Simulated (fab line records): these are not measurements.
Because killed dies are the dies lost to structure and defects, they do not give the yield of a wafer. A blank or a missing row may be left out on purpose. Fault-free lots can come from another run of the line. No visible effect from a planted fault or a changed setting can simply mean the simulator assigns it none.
Matching of chambers | flow n5-finfet | N5_BEOL_M9_STRIP_67 on rie-diel-01: 4 sister chambers
The step strips in CF4. 4 wafers are shown with their chamber, then 7 later ones without.

== EACH WAFER AND ITS CHAMBER ==
wafer  | chamber | drypump-motor-current-A (A)
L086.6 | 1       | 6.4
L092.2 | 3       | 5.7
L094.1 | 2       | 5.8
L094.3 | 0       | 5.3

== WAFERS WITHOUT THEIR CHAMBER ==
wafer  | drypump-motor-current-A (A)
L094.4 | 5.3
L091.1 | 5.3
L091.2 | 5.9
L091.4 | 5.7
L097.3 | 5.9
L097.5 | 5.7
L097.6 | 5.3

== WHICH CHAMBER EACH WENT THROUGH ==
wafer  | from the rows above     | in truth
L094.4 | 0                       | 0
L091.1 | 0                       | 0
L091.2 | can't be placed: 2 or 3 | 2
L091.4 | can't be placed: 3 or 2 | 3
L097.3 | can't be placed: 2 or 3 | 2
L097.5 | can't be placed: 3 or 2 | 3
L097.6 | 0                       | 0
Correctly placed: 3 of 7. Cannot be placed on the basis of these rows: 4; the candidates contain the true chamber in 4. Number placed wrongly: 0.
How it was worked out, from the rows above alone: a wafer's distance from a chamber is the root of the sum, over the readings, of the square of ((its reading less the chamber's mean) divided by the reading's scatter). If the next closest chamber is less than 2 further off than the closest, the wafer can't be placed; otherwise it belongs to the closest. A chamber's mean is the mean of its shown wafers. The scatter (one wafer shown for each chamber): square how far every hidden wafer sits from the nearest shown wafer, average those squares and take the square root.
